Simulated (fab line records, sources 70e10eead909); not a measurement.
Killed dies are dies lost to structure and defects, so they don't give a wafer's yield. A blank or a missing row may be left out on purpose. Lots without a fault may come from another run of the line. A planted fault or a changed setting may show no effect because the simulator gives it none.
Which tool did it? | flow nand_harc | 6 lots, 18 wafers sampled, at 3 steps of a route of 1302

WHAT THE GAUGES READ, wafer by wafer
NHARC_A_BLC_OVL_MEAS_11.
lot  | measured     | on         | overlay_x_nm (nm)
L300 | day 23 09:29 | overlay-01 | -0.5 -0.4 0.1
L302 | day 24 18:04 | overlay-01 | -1.1 -1.1 -1.3
L306 | day 25 15:52 | overlay-02 | -1.1 -1.2 -1.4
L310 | day 26 21:35 | overlay-02 | -0.6 -1.3 -1.4
L308 | day 27 09:04 | overlay-01 | 0.0 0.4 -0.6
L321 | day 32 19:47 | overlay-02 | 0.1 0.5 -0.1

WHICH TOOL RAN EACH LOT (tool, then ch and the chambers of the sampled wafers, then the start)
lot  | NHARC_A_CONTACT_ETCH_138             | NHARC_A_CONTACT_CVD_19
L300 | har_cap_etch-02 ch 0,1, day 23 05:25 | cvd_w-01 ch 0,1, day 23 09:29 or earlier
L302 | har_cap_etch-03 ch 0,1, day 24 14:07 | cvd_w-02 ch 0,1, day 24 18:04 or earlier
L306 | har_cap_etch-01 ch 0,1, day 25 11:42 | cvd_w-02 ch 0,1, day 25 15:52 or earlier
L310 | har_cap_etch-02 ch 0,1, day 26 17:33 | cvd_w-02 ch 0,1, day 26 21:35 or earlier
L308 | har_cap_etch-01 ch 0,1, day 27 04:49 | cvd_w-01 ch 0,1, day 27 09:04 or earlier
L321 | har_cap_etch-01 ch 0,1, day 32 15:51 | cvd_w-02 ch 0,1, day 32 19:47 or earlier
- NHARC_A_CONTACT_ETCH_138: etches the open film in C4F8/O2/Ar, time 311 s, target depth 1914 nm.
- NHARC_A_CONTACT_CVD_19: deposits W, target thk 300 nm, time 802 s.

THE ANSWER, worked out from the rows above alone
Rule: what is usual is taken from the lots themselves. Put in order of their means at a reading, lots are off if they are a third of the lots or fewer, leave a main group of 4 or more, and stand apart from it by a gap of 3 or more times the standard deviation of the main group's means; of several such gaps the widest counts. A main group whose means are all the same, to the digits that the tables above print for the reading, isn't used. A lot without any number at a reading at which 4 lots or more have one is off too. The other lots that the step has rows for count as sound.
No lot is off at any reading shown: from this, nothing can be told.

WHAT THE SIMULATOR HAD PUT IN
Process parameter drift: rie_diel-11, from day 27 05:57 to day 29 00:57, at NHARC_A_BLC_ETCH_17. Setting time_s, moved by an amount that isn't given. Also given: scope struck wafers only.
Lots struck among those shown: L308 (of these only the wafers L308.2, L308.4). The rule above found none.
